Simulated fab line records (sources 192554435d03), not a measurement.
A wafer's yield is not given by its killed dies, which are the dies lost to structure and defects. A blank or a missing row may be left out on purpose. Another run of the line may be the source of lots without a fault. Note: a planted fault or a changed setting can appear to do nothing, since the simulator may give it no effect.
Matching of chambers | flow n5_finfet | N5_BEOL_M1_STRIP_66 on rie_diel-04: 4 sister chambers
The step strips in CF4. 22 wafers are shown with their chamber, then 11 later ones without.

## WAFERS WITH THEIR CHAMBER
wafer  | chamber | drypump_motor_current_A (A) | throttle_valve_pct (%) | showerhead_plenum_p_Torr (Torr)
L076.1 | 1       | 5.8                         | 13.92                  | 1.78
L076.2 | 2       | 5.6                         | 13.38                  | 1.88
L076.3 | 3       | 5.2                         | 13.70                  | 1.86
L076.4 | 0       | 6.0                         | 13.95                  | 1.88
L076.5 | 3       | 5.2                         | 13.69                  | 1.86
L076.6 | 0       | 6.0                         | 13.95                  | 1.88
L077.1 | 1       | 5.7                         | 13.93                  | 1.78
L077.2 | 0       | 6.0                         | 13.96                  | 1.88
L077.3 | 2       | 5.6                         | 13.39                  | 1.88
L077.4 | 3       | 5.2                         | 13.70                  | 1.86
L077.5 | 1       | 5.7                         | 13.93                  | 1.78
L077.6 | 2       | 5.6                         | 13.38                  | 1.88
L078.1 | 1       | 5.8                         | 13.92                  | 1.78
L078.2 | 2       | 5.6                         | 13.38                  | 1.88
L078.4 | 0       | 6.0                         | 13.94                  | 1.88
L079.1 | 3       | 5.2                         | 13.72                  | 1.86
L079.5 | 0       | 6.0                         | 13.97                  | 1.88
L079.6 | 1       | 5.8                         | 13.93                  | 1.78
L081.2 | 2       | 5.6                         | 13.40                  | 1.87
L081.4 | 1       | 5.8                         | 13.94                  | 1.78
L081.6 | 1       | 5.8                         | 13.93                  | 1.78
L082.2 | 0       | 6.0                         | 13.97                  | 1.87

SIGNATURES (averages over the wafers above)
reading                  | chamber 0 | chamber 1 | chamber 2 | chamber 3 | scatter within a chamber
drypump_motor_current_A  | 6.000     | 5.771     | 5.600     | 5.200     | 0.0282
throttle_valve_pct       | 13.9567   | 13.9286   | 13.3860   | 13.7025   | 0.01
showerhead_plenum_p_Torr | 1.8783    | 1.7800    | 1.8780    | 1.8600    | 0.00301
Rule: distance of a wafer from a chamber = root of the sum over the readings of ((wafer's reading minus chamber's mean) / reading's scatter) squared. If the next closest chamber is less than 2 further off than the closest, the wafer can't be placed; otherwise it belongs to the closest. The scatter is the square root of a quotient: the sum, over the shown wafers, of each reading's squared deviation from its chamber's mean, divided by wafers minus chambers.

## WAFERS MISSING THEIR CHAMBER
wafer  | drypump_motor_current_A (A) | throttle_valve_pct (%) | showerhead_plenum_p_Torr (Torr)
L082.3 | 5.6                         | 13.40                  | 1.87
L082.4 | 5.8                         | 13.94                  | 1.78
L085.2 | 5.2                         | 13.74                  | 1.85
L085.4 | 5.8                         | 13.96                  | 1.78
L085.5 | 5.2                         | 13.73                  | 1.85
L090.2 | 5.6                         | 13.44                  | 1.87
L090.3 | 5.7                         | 13.96                  | 1.77
L090.6 | 5.2                         | 13.77                  | 1.85
L095.1 | 5.6                         | 13.44                  | 1.87
L095.3 | 6.0                         | 14.01                  | 1.87
L095.5 | 6.0                         | 14.02                  | 1.87

## WHICH CHAMBER EACH WENT THROUGH
wafer  | from the rows above | in truth
L082.3 | 2                   | 2
L082.4 | 1                   | 1
L085.2 | 3                   | 3
L085.4 | 1                   | 1
L085.5 | 3                   | 3
L090.2 | 2                   | 2
L090.3 | 1                   | 1
L090.6 | 3                   | 3
L095.1 | 2                   | 2
L095.3 | 0                   | 0
L095.5 | 0                   | 0
11 of 11 placed correctly. Number that these rows cannot place: 0. Number placed wrongly: 0.
